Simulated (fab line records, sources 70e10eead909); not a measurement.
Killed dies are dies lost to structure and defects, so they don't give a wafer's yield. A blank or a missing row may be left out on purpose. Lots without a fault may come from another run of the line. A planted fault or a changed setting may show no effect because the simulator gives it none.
fab line records | flow nand_harc
record lots=12 wafers=35 last_day=24
route steps=1159 shown A_BLC@976 END@1159
lots that met no fault: from a run of the same line without faults
start_h: hours from the record's first day to the start of the lot's first wafer shown | wait_h: hours since the lot's step before | " the same as in the row above | L1.1+2: a row that stands for several wafers | - no value, or no start given | * or withheld: withheld | < > ~ a bound
route shown NAME@n: a module of which the file shows steps, and the number in the route of the first | usual: mean/standard deviation of fault-free wafers | same: alike in all rows | chamber/n: place in a boat | sites: the reading at each site | _std_site: their standard deviation | _edge_site: outer sites' mean less inner sites' | radius_mm: how far each site lies from the wafer's centre | mask NAME#n: copy n | behind: the tool/chamber that last shaped the wafer | hold: why the lot was held/for how many hours/how that ended | device: the transistor (n, p or np) that didn't switch | end of line: the same wafers' tests at the end of the route | a step without rows: its recipe alone | killed: dies lost to structure and defects at the first sort, not the wafer's yield | map: a wafer's dies, x killed, . not, _ none there
set.NAME: the setting as run; set.NAME@STEP: as run at that earlier step | model.NAME: the simulator's own value behind a step, which no gauge read
steps of the route over a sample of lots; a table a step, a row a wafer
services: from which hour (start_h, from the record's first day; less than 0 if before it) a tool's chamber was out of use, for how many hours, and why
## steps
# step NHARC_A_BLC_INSPECT_12
# usual raw_defect_count=29/11
# columns lot.wafer tool chamber start_h wait_h raw_defect_count
L990.1 defect_inspect-01 - 394.24 0.0 23
L990.4 " - " " 19
L990.5 " - " " 18
L991.1 defect_inspect-02 - 412.78 0.0 28
L991.4 " - " " 23
L991.6 " - " " 32
L995.3 defect_inspect-02 - 413.52 0.0 50
L995.4 " - " " 48
L995.5 " - " " 42
L996.2 defect_inspect-02 - 443.71 0.0 25
L996.5 " - " " 24
L996.6 " - " " 29
L999.1 defect_inspect-01 - 445.62 0.0 17
L999.3 " - " " 20
L999.4 " - " " 18
L998.1 defect_inspect-01 - 451.86 0.0 20
L998.2 " - " " 31
L998.3 " - " " 33
L103.3 defect_inspect-01 - 466.21 0.0 57
L103.5 " - " " 50
L103.6 " - " " 53
L102.1 defect_inspect-01 - 483.75 0.0 40
L102.4 " - " " 25
L102.6 " - " " 40
L108.1 defect_inspect-01 - 501.92 0.0 36
L108.2 " - " " 34
L110.1 defect_inspect-02 - 521.28 0.0 16
L110.2 " - " " 18
L110.4 " - " " 11
L111.2 defect_inspect-01 - 521.42 0.0 15
L111.3 " - " " 27
L111.4 " - " " 19
L112.1 defect_inspect-02 - 537.15 0.0 12
L112.4 " - " " 9
L112.5 " - " " 10
# step NHARC_A_BLC_DESCUM_15
# recipe time_s=3 o2_flow_sccm=200 ar_flow_sccm=0 bias_power_w=0 chemistry=O2
# usual drypump_motor_current_A=5.80/0.29 o2_flow_sccm=200.0/0.91 oes_product_au=0.999/0.0067 rf_vpp_V=57.7/0.85 showerhead_plenum_p_Torr=1.91/0.076 throttle_valve_pct=11.311/0.0093
# same time_s=3
# columns lot.wafer tool chamber start_h wait_h drypump_motor_current_A o2_flow_sccm oes_product_au rf_hours_counter_h rf_vpp_V showerhead_plenum_p_Torr throttle_valve_pct
L990.1 rie_diel-04 2 394.31 0.1 6.25 200.6 1.004 9 58.9 1.93 11.316
L990.4 " 0 " " 5.57 200.0 1.005 9 57.4 1.79 11.298
L990.5 " 1 " " 5.67 199.7 1.000 - 57.6 1.88 11.311
L991.4 rie_diel-02 2 412.86 0.1 5.83 200.3 1.000 25 57.9 1.81 11.310
L991.1 " 3 " " 6.26 200.8 1.010 25 58.5 2.01 11.314
L991.6 " 0 " " 5.24 200.6 1.007 - 57.7 1.93 11.331
L995.3 rie_diel-04 0 413.58 0.1 5.59 198.6 1.002 11 57.6 1.79 11.309
L995.4 " 2 " " 6.27 200.1 0.990 11 58.5 1.93 11.314
L995.5 " 1 " " 5.67 200.3 0.999 - 57.8 1.88 11.326
L996.2 rie_diel-04 1 443.77 0.1 5.66 198.8 0.997 14 57.6 1.88 11.300
L996.6 " 1 " " 5.64 199.6 0.997 - 58.5 1.88 11.331
L996.5 " 2 " " 6.26 199.8 0.994 - 58.0 1.93 11.307
L999.3 rie_diel-04 2 445.69 0.1 6.27 199.2 0.990 13 60.1 1.93 11.306
L999.1 " 3 " " 6.02 200.7 1.007 13 57.5 2.04 11.311
L999.4 " 0 " " 5.53 200.3 1.004 14 57.2 1.79 11.317
L998.2 rie_diel-04 1 451.92 0.1 5.68 200.5 0.994 15 57.3 1.87 11.307
L998.1 " 2 " " 6.29 199.7 0.992 14 58.4 1.93 11.319
L998.3 " 0 " " 5.60 200.2 1.001 15 57.3 1.79 11.314
L103.3 rie_diel-08 2 466.29 0.1 5.69 200.5 0.985 14 59.0 1.95 11.304
L103.5 " 1 " " 5.52 200.4 1.000 - 58.3 1.91 11.317
L103.6 " 2 " " 5.70 200.3 0.994 - 57.6 1.95 11.300
L102.1 rie_diel-04 1 483.81 0.1 5.66 199.7 0.995 2 57.3 1.87 11.303
L102.6 " 2 " " 6.25 200.3 0.996 - 57.7 1.92 11.305
L102.4 " 3 " " 6.02 200.5 1.006 - 58.1 2.03 11.321
L108.2 rie_diel-04 2 501.98 0.1 6.27 201.0 1.008 3 57.5 1.92 11.312
L108.1 " 1 " " 5.65 199.3 0.999 3 57.7 1.87 11.330
L110.4 rie_diel-04 0 521.35 0.1 5.58 200.7 0.997 3 56.3 1.79 11.290
L110.2 " 2 " " 6.28 200.6 1.000 5 57.7 1.92 11.309
L110.1 " 3 " " 6.03 200.3 0.993 5 58.2 2.03 11.301
L111.3 rie_diel-08 1 521.49 0.1 5.52 200.6 0.992 2 58.2 1.91 11.316
L111.2 " 2 " " 5.72 200.2 0.999 3 56.2 1.95 11.298
L111.4 " 3 " " 5.50 199.3 1.007 3 56.6 1.84 11.304
L112.1 rie_diel-08 1 537.22 0.1 5.50 200.6 0.997 4 57.1 1.91 11.310
L112.4 " 2 " " 5.75 199.3 1.000 4 58.1 1.95 11.299
L112.5 " 0 " " 5.83 200.0 0.997 - 56.9 1.96 11.315
# step NHARC_A_BLC_ETCH_16
# recipe target_depth_a=390 over_etch_frac=0.3 time_s=65 ion_energy_ev=80 cf4_flow_sccm=150 ar_flow_sccm=0 rf_w=300 bias_w=100 chemistry=CF4
# usual drypump_motor_current_A=5.82/0.29 oes_product_au=1.000/0.0076 rf_vpp_V=151.2/1.1 run_length_s=86.5/0.38 showerhead_plenum_p_Torr=1.77/0.068 throttle_valve_pct=13.284/0.0092
# columns lot.wafer tool chamber start_h wait_h drypump_motor_current_A oes_product_au rf_hours_counter_h rf_vpp_V run_length_s showerhead_plenum_p_Torr throttle_valve_pct
L990.1 rie_diel-04 2 394.40 0.1 6.27 1.000 9 152.3 86.2 1.78 13.291
L990.4 " 3 " " 6.03 1.002 9 154.3 86.5 1.88 13.278
L990.5 " 0 " " 5.55 1.000 - 151.0 86.3 1.67 13.278
L991.4 rie_diel-02 0 412.94 0.1 5.23 0.997 24 152.6 86.7 1.78 13.308
L991.1 " 1 " " 5.37 0.994 24 149.4 85.9 1.65 13.274
L991.6 " 3 " " 6.33 1.000 - 151.7 86.1 1.85 13.282
L995.3 rie_diel-04 2 413.67 0.1 6.29 0.996 11 150.2 86.1 1.78 13.292
L995.4 " 3 " " 6.01 0.993 11 152.3 86.9 1.87 13.285
L995.5 " 1 " " 5.65 0.987 - 151.1 86.9 1.74 13.278
L996.2 rie_diel-04 3 443.86 0.1 6.03 0.996 13 152.6 86.5 1.87 13.290
L996.6 " 2 " " 6.30 1.001 - 152.4 86.3 1.78 13.297
L996.5 " 3 " " 6.01 1.005 - 152.8 86.9 1.87 13.282
L999.1 rie_diel-04 2 445.77 0.1 6.26 0.994 13 150.3 86.4 1.78 13.275
L999.4 " 3 " " 6.01 1.002 13 153.7 86.5 1.87 13.279
L999.3 " 0 " " 5.56 1.000 14 150.1 86.1 1.66 13.293
L998.2 rie_diel-04 3 452.00 0.1 6.02 1.000 14 151.8 86.6 1.87 13.276
L998.3 " 0 " " 5.52 0.999 15 149.6 86.2 1.66 13.302
L998.1 " 1 " " 5.67 0.997 15 149.7 86.6 1.74 13.278
L103.3 rie_diel-08 3 466.38 0.1 5.52 0.993 15 149.8 86.9 1.70 13.290
L103.5 " 0 " " 5.82 0.988 - 150.0 86.1 1.81 13.271
L103.6 " 1 " " 5.50 1.002 - 150.0 86.5 1.77 13.278
L102.1 rie_diel-04 3 483.92 0.1 6.01 0.995 2 151.7 86.7 1.87 13.273
L102.6 " 3 " " 6.03 0.997 - 152.3 87.1 1.87 13.294
L102.4 " 1 " " 5.67 0.989 - 151.5 86.4 1.73 13.281
L108.2 rie_diel-04 3 502.08 0.1 6.03 0.999 3 152.9 61.9 1.87 13.282
L108.1 " 1 " " 5.65 0.999 3 151.6 61.3 1.73 13.280
L110.1 rie_diel-04 3 521.43 0.1 6.01 0.997 5 151.8 61.6 1.87 13.290
L110.4 " 1 " " 5.67 0.996 4 150.6 86.5 1.73 13.296
L110.2 " 2 " " 6.28 1.000 5 149.9 61.0 1.78 13.293
L111.4 rie_diel-08 3 521.57 0.1 5.49 1.018 3 150.6 86.9 1.70 13.306
L111.2 " 0 " " 5.83 0.994 3 150.5 86.6 1.81 13.294
L111.3 " 2 " " 5.74 0.998 3 150.4 86.8 1.80 13.272
L112.1 rie_diel-08 2 537.30 0.1 5.75 0.990 4 151.3 86.6 1.80 13.283
L112.4 " 0 " " 5.82 0.999 4 151.4 86.0 1.81 13.276
L112.5 " 1 " " 5.51 0.996 - 150.3 86.1 1.76 13.283
# step NHARC_A_BLC_STRIP_21
# recipe o2_flow_sccm=500 ar_flow_sccm=0 bias_w=0 chemistry=O2
# usual drypump_motor_current_A=5.8/0.31 o2_flow_sccm=500.1/1.4 oes_product_au=0.999/0.0076 rf_vpp_V=57.7/0.95 showerhead_plenum_p_Torr=3.50/0.15 throttle_valve_pct=17.036/0.0088
# columns lot.wafer tool chamber start_h wait_h drypump_motor_current_A o2_flow_sccm oes_product_au rf_hours_counter_h rf_vpp_V showerhead_plenum_p_Torr throttle_valve_pct
L990.4 rie_diel-08 1 395.45 0.1 5.5 499.7 0.993 10 58.0 3.53 17.044
L990.1 " 0 " " 5.9 500.8 0.994 11 58.0 3.61 17.042
L990.5 " 2 " " 5.7 502.9 1.007 - 58.7 3.59 17.050
L991.4 rie_diel-08 3 414.03 0.1 5.5 501.3 0.995 11 58.7 3.40 17.047
L991.1 " 1 " " 5.5 501.5 1.001 12 58.2 3.53 17.035
L991.6 " 3 " " 5.5 500.4 1.004 - 58.6 3.40 17.033
L995.4 rie_diel-02 3 414.77 0.1 6.3 499.9 1.016 26 59.0 3.69 17.047
L995.3 " 2 " " 5.8 499.4 1.014 25 58.2 3.34 17.032
L995.5 " 3 " " 6.3 498.9 1.022 - 58.7 3.69 17.034
L996.2 rie_diel-02 2 444.95 0.1 5.9 498.6 1.000 36 56.6 3.34 17.034
L996.5 " 1 " " 5.4 501.0 0.993 - 58.4 3.29 17.038
L996.6 " 2 " " 5.8 498.0 0.998 - 56.4 3.34 17.036
L999.1 rie_diel-08 0 446.84 0.1 5.9 501.0 0.991 15 57.3 3.61 17.035
L999.4 " 2 " " 5.7 502.9 1.002 13 58.7 3.59 17.033
L999.3 " 3 " " 5.5 498.2 0.997 14 57.6 3.40 17.029
L998.3 rie_diel-08 2 453.07 0.1 5.7 500.0 0.997 14 57.0 3.59 17.033
L998.1 " 0 " " 5.9 501.1 0.987 16 57.1 3.61 17.034
L998.2 " 1 " " 5.5 498.8 0.999 14 57.7 3.52 17.054
L103.3 rie_diel-02 1 467.54 0.2 5.4 500.5 0.997 43 58.4 3.29 17.031
L103.6 " 2 " " 5.8 500.4 0.997 - 57.8 3.33 17.039
L103.5 " 3 " " 6.3 500.1 1.011 - 57.5 3.68 17.034
L102.4 rie_diel-04 0 485.00 0.1 5.6 500.5 0.992 1 57.3 3.32 17.040
L102.1 " 1 " " 5.7 499.4 0.999 2 57.0 3.46 17.039
L102.6 " 3 " " 6.0 499.2 1.001 - 57.9 3.74 17.046
L108.2 rie_diel-04 1 503.19 0.1 5.7 499.0 0.983 3 55.7 3.46 17.045
L108.1 " 2 " " 6.3 501.4 0.995 3 58.6 3.55 17.034
L110.2 rie_diel-04 0 522.56 0.1 5.6 500.7 1.001 4 56.6 3.32 17.032
L110.4 " 1 " " 5.7 500.8 1.007 5 57.8 3.46 17.031
L110.1 " 2 " " 6.3 502.4 1.004 5 59.7 3.55 17.049
L111.3 rie_diel-08 0 522.63 0.1 5.8 500.3 1.000 3 57.3 3.60 17.041
L111.2 " 1 " " 5.5 499.2 1.000 3 57.5 3.52 17.038
L111.4 " 3 " " 5.5 500.6 1.003 3 58.2 3.40 17.041
L112.4 rie_diel-04 2 538.35 0.1 6.2 502.5 0.993 7 58.0 3.54 17.039
L112.1 " 0 " " 5.6 498.5 0.990 5 56.9 3.31 17.025
L112.5 " 3 " " 6.0 499.2 0.988 - 58.8 3.73 17.027
# step NHARC_END_SORT_01
# recipe temp_c=25
# usual killed_at_array=26/8.6 killed_at_other=0.7/0.97 killed_at_periphery=3.2/2.2 killed_dies=30/8.9 killed_open=3.1/1.8 killed_short=2.2/1.8
# same gross_dies=677
# columns lot.wafer tool chamber start_h wait_h killed_at_array killed_at_other killed_at_periphery killed_dies killed_open killed_short
L990.1 prober-02 0 442.44 2.5 25 2 5 32 5 2
L990.4 prober-02 0 444.85 3.4 24 0 5 29 7 4
L990.5 prober-02 0 445.65 3.7 22 1 4 27 5 4
L991.1 prober-02 0 472.28 2.5 25 0 1 26 2 1
L991.4 prober-02 0 474.66 3.4 23 0 8 31 7 2
L991.6 prober-02 0 476.25 4.0 31 0 6 37 2 5
L995.3 prober-01 0 473.86 3.1 41 2 5 48 3 0
L995.4 prober-01 0 474.65 3.4 35 0 3 38 3 0
L995.5 prober-01 0 475.45 3.7 33 1 1 35 3 0
L996.2 prober-02 0 490.66 2.8 26 0 3 29 1 4
L996.5 prober-02 0 493.06 3.7 30 0 3 33 3 5
L996.6 prober-02 0 493.86 4.0 30 0 3 33 2 7
L999.1 prober-02 0 497.62 2.5 19 1 3 23 5 2
L999.3 prober-02 0 499.22 3.1 20 0 1 21 2 1
L999.4 prober-02 0 500.02 3.4 12 0 4 16 1 1
L998.1 prober-01 0 501.53 2.5 19 3 4 26 2 3
L998.2 prober-01 0 502.35 2.8 31 6 4 41 3 0
L998.3 prober-01 0 503.17 3.1 27 1 4 32 2 1
L103.3 prober-02 0 513.76 3.1 59 0 0 59 8 0
L103.5 prober-02 0 515.34 3.7 42 1 0 43 2 1
L103.6 prober-02 0 516.13 4.0 45 0 2 47 5 3
L102.1 prober-02 0 532.74 2.5 33 0 3 36 7 2
L102.4 prober-02 0 535.12 3.4 24 2 3 29 4 1
L102.6 prober-02 0 536.70 4.0 30 0 1 31 2 3
L108.1 prober-01 0 548.27 2.5 673 0 4 677 3 2
L108.2 prober-01 0 549.06 2.8 673 0 4 677 1 0
L110.1 prober-01 0 567.68 2.5 671 0 6 677 5 0
L110.2 prober-01 0 568.48 2.8 675 1 1 677 2 1
L110.4 prober-01 0 570.08 3.4 18 0 2 20 3 5
L111.2 prober-02 0 572.43 2.8 17 0 1 18 5 0
L111.3 prober-02 0 573.24 3.1 20 0 5 25 4 1
L111.4 prober-02 0 574.04 3.4 19 0 1 20 2 3
L112.1 prober-01 0 580.46 2.5 11 0 3 14 1 2
L112.4 prober-01 0 582.85 3.4 9 1 4 14 1 2
L112.5 prober-01 0 583.65 3.7 14 2 2 18 8 2
# killed by level:class
L990.1 A_SLIT:chamber_film_flake=7 A_CHANNEL_FILL_D1:chamber_film_flake=4 A_CHANNEL_HOLE_D1:chamber_film_flake=3 A_CONTACT:chamber_film_flake=3 A_CHANNEL_FILL_D1:geometric_particle:open=2 P_ZERO_WELL:chamber_film_flake=2 A_BONDPAD:chamber_film_flake=2 THIN_TSV:chamber_film_flake=2
L990.4 A_SLIT:chamber_film_flake=5 A_STAIRCASE:chamber_film_flake=4 P_M0:geometric_particle:open=2 A_WL_FILL:geometric_particle:short=2 A_CONTACT:geometric_particle:open=2 P_GATE:chamber_film_flake=2 A_ZERO_WELL:chamber_film_flake=2 A_CHANNEL_HOLE_D1:chamber_film_flake=2
L990.5 A_SLIT:chamber_film_flake=8 A_STAIRCASE:chamber_film_flake=3 P_ZERO_WELL:chamber_film_flake=2 A_CHANNEL_FILL_D1:chamber_film_flake=2 P_GATE:geometric_particle:open=1 P_CONTACT:geometric_particle:open=1 A_ONON_D1:geometric_particle:short=1 A_CHANNEL_HOLE_D1:geometric_particle:short=1
L991.1 A_SLIT:chamber_film_flake=11 A_CHANNEL_HOLE_D1:chamber_film_flake=5 A_STAIRCASE:chamber_film_flake=3 A_SOURCE_PLATE:geometric_particle:short=1 A_ONON_D1:geometric_particle:open=1 A_BLC:geometric_particle:open=1 P_ZERO_WELL:chamber_film_flake=1 A_ZERO_WELL:chamber_film_flake=1
L995.3 A_SLIT:chamber_film_flake=13 A_CHANNEL_HOLE_D1:chamber_film_flake=9 A_STAIRCASE:chamber_film_flake=6 A_CHANNEL_FILL_D1:chamber_film_flake=4 A_CONTACT:chamber_film_flake=3 A_ZERO_WELL:chamber_film_flake=3 P_STI:chamber_film_flake=2 P_CONTACT:chamber_film_flake=2
L995.4 A_SLIT:chamber_film_flake=13 A_CHANNEL_HOLE_D1:chamber_film_flake=9 A_STAIRCASE:chamber_film_flake=5 A_CHANNEL_FILL_D1:chamber_film_flake=2 A_CONTACT:chamber_film_flake=2 P_GATE:geometric_particle:open=1 A_BLC:geometric_particle:open=1 A_M0:geometric_particle:open=1
L991.4 A_SLIT:chamber_film_flake=10 P_ZERO_WELL:chamber_film_flake=4 A_CHANNEL_HOLE_D1:chamber_film_flake=4 P_M0:geometric_particle:open=3 A_STAIRCASE:chamber_film_flake=3 P_GATE:geometric_particle:open=1 A_SOURCE_PLATE:geometric_particle:open=1 A_ONON_D1:geometric_particle:open=1
L995.5 A_SLIT:chamber_film_flake=13 A_CHANNEL_HOLE_D1:chamber_film_flake=9 A_CONTACT:chamber_film_flake=4 A_CONTACT:geometric_particle:open=2 A_ONON_D1:geometric_particle:open=1 P_GATE:chamber_film_flake=1 A_CHANNEL_FILL_D1:chamber_film_flake=1 A_STAIRCASE:chamber_film_flake=1
L991.6 A_SLIT:chamber_film_flake=11 A_STAIRCASE:chamber_film_flake=6 P_ZERO_WELL:chamber_film_flake=4 A_CHANNEL_HOLE_D1:chamber_film_flake=3 A_WL_FILL:chamber_film_flake=3 A_CHANNEL_HOLE_D1:geometric_particle:short=2 A_CHANNEL_FILL_D1:chamber_film_flake=2 P_GATE:geometric_particle:short=1
L996.2 A_SLIT:chamber_film_flake=9 A_STAIRCASE:chamber_film_flake=6 A_CONTACT:chamber_film_flake=4 P_ZERO_WELL:chamber_film_flake=2 A_SOURCE_PLATE:geometric_particle:short=1 A_CHANNEL_FILL_D1:geometric_particle:short=1 A_SGD_CUT:geometric_particle:short=1 A_WL_FILL:geometric_particle:short=1
L996.5 A_SLIT:chamber_film_flake=10 A_STAIRCASE:chamber_film_flake=6 A_CONTACT:chamber_film_flake=4 A_WL_FILL:geometric_particle:short=2 A_CHANNEL_HOLE_D1:chamber_film_flake=2 P_M1:geometric_particle:short=1 A_ONON_D1:geometric_particle:short=1 A_CHANNEL_FILL_D1:geometric_particle:open=1
L996.6 A_SLIT:chamber_film_flake=12 A_STAIRCASE:chamber_film_flake=3 A_WL_FILL:geometric_particle:short=2 A_BLC:geometric_particle:short=2 P_GATE:chamber_film_flake=2 A_CHANNEL_HOLE_D1:chamber_film_flake=2 A_CHANNEL_FILL_D1:chamber_film_flake=2 A_CONTACT:chamber_film_flake=2
L999.1 A_CHANNEL_HOLE_D1:chamber_film_flake=3 A_STAIRCASE:chamber_film_flake=3 A_WL_FILL:chamber_film_flake=3 A_ONON_D1:geometric_particle:open=2 A_CHANNEL_FILL_D1:geometric_particle:open=2 P_M0:chamber_film_flake=2 A_SLIT:chamber_film_flake=2 A_CONTACT:chamber_film_flake=2
L999.3 A_STAIRCASE:chamber_film_flake=7 A_CHANNEL_HOLE_D1:chamber_film_flake=4 A_SLIT:chamber_film_flake=2 A_WL_FILL:chamber_film_flake=2 A_CONTACT:chamber_film_flake=2 P_GATE:geometric_particle:open=1 A_WL_FILL:geometric_particle:open=1 A_M0:geometric_particle:short=1
L999.4 A_CHANNEL_HOLE_D1:chamber_film_flake=4 A_CONTACT:chamber_film_flake=3 P_GATE:chamber_film_flake=2 A_STAIRCASE:chamber_film_flake=2 A_WL_FILL:chamber_film_flake=2 P_M0:geometric_particle:short=1 A_ONON_D1:geometric_particle:open=1 P_M0:chamber_film_flake=1
L998.1 A_CHANNEL_HOLE_D1:chamber_film_flake=11 A_STAIRCASE:chamber_film_flake=4 THIN_TSV:chamber_film_flake=3 A_CONTACT:geometric_particle:short=2 P_M0:chamber_film_flake=2 P_M0:geometric_particle:open=1 P_M2:geometric_particle:short=1 A_CHANNEL_HOLE_D1:geometric_particle:open=1
L998.2 A_CHANNEL_HOLE_D1:chamber_film_flake=17 A_STAIRCASE:chamber_film_flake=7 THIN_TSV:chamber_film_flake=6 A_CONTACT:chamber_film_flake=4 A_CONTACT:geometric_particle:open=2 P_GATE:chamber_film_flake=2 P_M0:chamber_film_flake=2 A_CHANNEL_FILL_D1:geometric_particle:open=1
L998.3 A_CHANNEL_HOLE_D1:chamber_film_flake=19 A_STAIRCASE:chamber_film_flake=4 A_CONTACT:chamber_film_flake=2 P_M0:geometric_particle:open=1 A_WL_FILL:geometric_particle:short=1 A_BLC:geometric_particle:open=1 P_GATE:chamber_film_flake=1 P_M0:chamber_film_flake=1
L103.3 A_CHANNEL_HOLE_D1:chamber_film_flake=24 A_SLIT:chamber_film_flake=19 A_STAIRCASE:chamber_film_flake=6 A_ONON_D1:geometric_particle:open=3 A_BLC:geometric_particle:open=3 A_WL_FILL:geometric_particle:open=1 A_CONTACT:geometric_particle:open=1 A_WL_FILL:chamber_film_flake=1
L103.5 A_CHANNEL_HOLE_D1:chamber_film_flake=17 A_SLIT:chamber_film_flake=12 A_STAIRCASE:chamber_film_flake=4 A_CONTACT:chamber_film_flake=4 A_WL_FILL:chamber_film_flake=3 A_CONTACT:geometric_particle:short=1 A_CONTACT:geometric_particle:open=1 STARTING-WAFER:geometric_particle:open=1
L103.6 A_CHANNEL_HOLE_D1:chamber_film_flake=19 A_SLIT:chamber_film_flake=16 A_STAIRCASE:chamber_film_flake=2 P_M1:geometric_particle:open=1 P_M2:geometric_particle:open=1 A_SOURCE_PLATE:geometric_particle:open=1 A_CHANNEL_FILL_D1:geometric_particle:short=1 A_SGD_CUT:geometric_particle:short=1
L102.1 A_SLIT:chamber_film_flake=18 A_CONTACT:chamber_film_flake=6 A_CHANNEL_HOLE_D1:chamber_film_flake=3 A_WL_FILL:geometric_particle:short=2 P_GATE:geometric_particle:open=1 P_CONTACT:geometric_particle:open=1 P_M0:geometric_particle:open=1 A_SGD_CUT:geometric_particle:open=1
L102.4 A_SLIT:chamber_film_flake=16 A_CHANNEL_HOLE_D1:chamber_film_flake=3 A_STAIRCASE:chamber_film_flake=2 P_GATE:geometric_particle:open=1 P_M0:geometric_particle:open=1 A_SOURCE_PLATE:geometric_particle:open=1 A_M1:geometric_particle:open=1 P_ZERO_WELL:chamber_film_flake=1
L102.6 A_SLIT:chamber_film_flake=20 A_CHANNEL_HOLE_D1:chamber_film_flake=5 P_GATE:geometric_particle:short=1 A_CHANNEL_FILL_D1:geometric_particle:short=1 A_CHANNEL_FILL_D1:geometric_particle:open=1 A_CONTACT:geometric_particle:short=1 A_M1:geometric_particle:open=1 A_CONTACT:chamber_film_flake=1
L108.1 A_BLC:area_etch=644 A_CHANNEL_HOLE_D1:chamber_film_flake=22 P_GATE:chamber_film_flake=2 A_CONTACT:chamber_film_flake=2 P_STI:geometric_particle:short=1 P_GATE:geometric_particle:short=1 A_ONON_D1:geometric_particle:open=1 A_CONTACT:geometric_particle:open=1
L108.2 A_BLC:area_etch=650 A_CHANNEL_HOLE_D1:chamber_film_flake=21 P_M2:chamber_film_flake=3 A_CONTACT:geometric_particle:open=1 P_ZERO_WELL:chamber_film_flake=1 A_STAIRCASE:chamber_film_flake=1
L110.1 A_BLC:area_etch=655 A_CONTACT:chamber_film_flake=6 P_M0:chamber_film_flake=4 A_CHANNEL_HOLE_D1:chamber_film_flake=4 A_ONON_D1:geometric_particle:open=2 P_GATE:geometric_particle:open=1 P_M1:geometric_particle:open=1 A_BLC:geometric_particle:open=1
L110.2 A_BLC:area_etch=652 A_CHANNEL_HOLE_D1:chamber_film_flake=8 A_M0:chamber_film_flake=4 A_CONTACT:chamber_film_flake=3 A_ZERO_WELL:chamber_film_flake=2 A_CHANNEL_FILL_D1:geometric_particle:short=1 A_BLC:geometric_particle:open=1 A_M0:geometric_particle:open=1
L110.4 A_CHANNEL_FILL_D1:geometric_particle:short=2 A_WL_FILL:chamber_film_flake=2 A_CHANNEL_HOLE_D1:chamber_film_flake=2 A_STAIRCASE:chamber_film_flake=2 A_M0:chamber_film_flake=2 P_M0:geometric_particle:open=1 A_ONON_D1:geometric_particle:short=1 A_ONON_D1:geometric_particle:open=1
L111.2 A_CHANNEL_HOLE_D1:chamber_film_flake=4 A_WL_FILL:chamber_film_flake=4 A_CONTACT:geometric_particle:open=2 A_SGD_CUT:chamber_film_flake=2 A_CHANNEL_FILL_D1:geometric_particle:open=1 A_SGD_CUT:geometric_particle:open=1 P_GATE:chamber_film_flake=1 A_M1:geometric_particle:open=1
L111.3 A_CHANNEL_HOLE_D1:chamber_film_flake=11 A_CHANNEL_FILL_D1:geometric_particle:open=2 P_GATE:chamber_film_flake=2 P_M0:chamber_film_flake=2 A_WL_FILL:chamber_film_flake=2 P_CONTACT:geometric_particle:open=1 A_WL_FILL:geometric_particle:short=1 A_CONTACT:geometric_particle:open=1
L111.4 A_CHANNEL_HOLE_D1:chamber_film_flake=7 A_WL_FILL:chamber_film_flake=4 A_STAIRCASE:chamber_film_flake=2 A_CHANNEL_FILL_D1:geometric_particle:short=1 A_CONTACT:geometric_particle:short=1 A_CONTACT:geometric_particle:open=1 A_BLC:geometric_particle:open=1 A_BLC:geometric_particle:short=1
L112.1 A_CONTACT:chamber_film_flake=4 A_CHANNEL_HOLE_D1:unspecified=2 P_GATE:geometric_particle:short=1 P_M0:geometric_particle:open=1 A_CHANNEL_FILL_D1:geometric_particle:short=1 P_GATE:chamber_film_flake=1 A_CHANNEL_HOLE_D1:chamber_film_flake=1 A_STAIRCASE:chamber_film_flake=1
L112.4 A_CONTACT:chamber_film_flake=3 P_GATE:chamber_film_flake=2 P_STI:geometric_particle:short=1 A_ONON_D1:geometric_particle:short=1 A_M1:geometric_particle:open=1 P_STI:chamber_film_flake=1 A_CHANNEL_HOLE_D1:unspecified=1 A_CHANNEL_FILL_D1:chamber_film_flake=1
L112.5 A_CONTACT:geometric_particle:open=3 A_CHANNEL_HOLE_D1:unspecified=2 A_CONTACT:chamber_film_flake=2 THIN_TSV:chamber_film_flake=2 P_CONTACT:geometric_particle:open=1 P_M1:geometric_particle:open=1 A_SOURCE_PLATE:geometric_particle:short=1 A_SOURCE_PLATE:geometric_particle:open=1
## services
# columns tool chamber start_h hours kind
rie_diel-04 0 371.90 - clean
rie_diel-04 1 371.90 - clean
rie_diel-04 2 371.90 - clean
rie_diel-04 3 371.90 - clean
rie_diel-04 0 396.40 - clean
rie_diel-04 1 396.40 - clean
rie_diel-04 2 396.40 - clean
rie_diel-04 3 396.40 - clean
rie_diel-04 0 420.90 - clean
rie_diel-04 1 420.90 - clean
rie_diel-04 2 420.90 - clean
rie_diel-04 3 420.90 - clean
rie_diel-02 3 432.61 17.1 repair
rie_diel-04 0 445.40 - clean
rie_diel-04 1 445.40 - clean
rie_diel-04 2 445.40 - clean
rie_diel-04 - 466.13 9.0 pm
rie_diel-08 - 478.80 9.0 pm
rie_diel-02 0 479.78 10.0 repair
rie_diel-04 0 480.29 3.7 repair
rie_diel-02 3 487.03 13.1 repair
rie_diel-02 2 488.32 6.9 repair
rie_diel-02 - 505.15 9.0 pm
rie_diel-08 0 530.59 4.2 repair
## key
first_sign step=NHARC_A_BLC_ETCH_16 reading=run_length_s direction=down sigmas=66 usual=* struck=*
effect step=NHARC_END_SORT_01 reading=killed_at_array direction=up sigmas=75 usual=26 struck=673
more_kills_born_at NHARC_A_BLC_ETCH_16@rie_diel-04=2601
met_at NHARC_A_BLC_ETCH_16
struck_lots L108,L110
struck_wafers L108.1,L108.2,L110.1,L110.2
later_rows_left_out L108.1,L108.2,L110.1,L110.2
tester_left_out L108,L110
not_acting_at NHARC_A_BLC_INSPECT_12,NHARC_A_BLC_DESCUM_15,NHARC_A_BLC_STRIP_21
onset_between 483.92 502.08
fault kind=process_parameter_drift tool=rie_diel-04 chamber=- onset_h=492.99 steps=NHARC_A_BLC_ETCH_16 channel=time_s offset=* shape=step end_h=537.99 scope=struck_wafers_only acts_in=* stated=*
# tester_left_out: of these lots the tester's yield and bins aren't shown, on N5 and GAA mostly nor the transistor test; their killed dies are dies lost to structure and defects alone, not to doping, threshold or leakage, so they don't give the yield
# later_rows_left_out: the simulator's readings of these wafers behind a module that went badly wrong aren't trusted and aren't shown, but for the sort
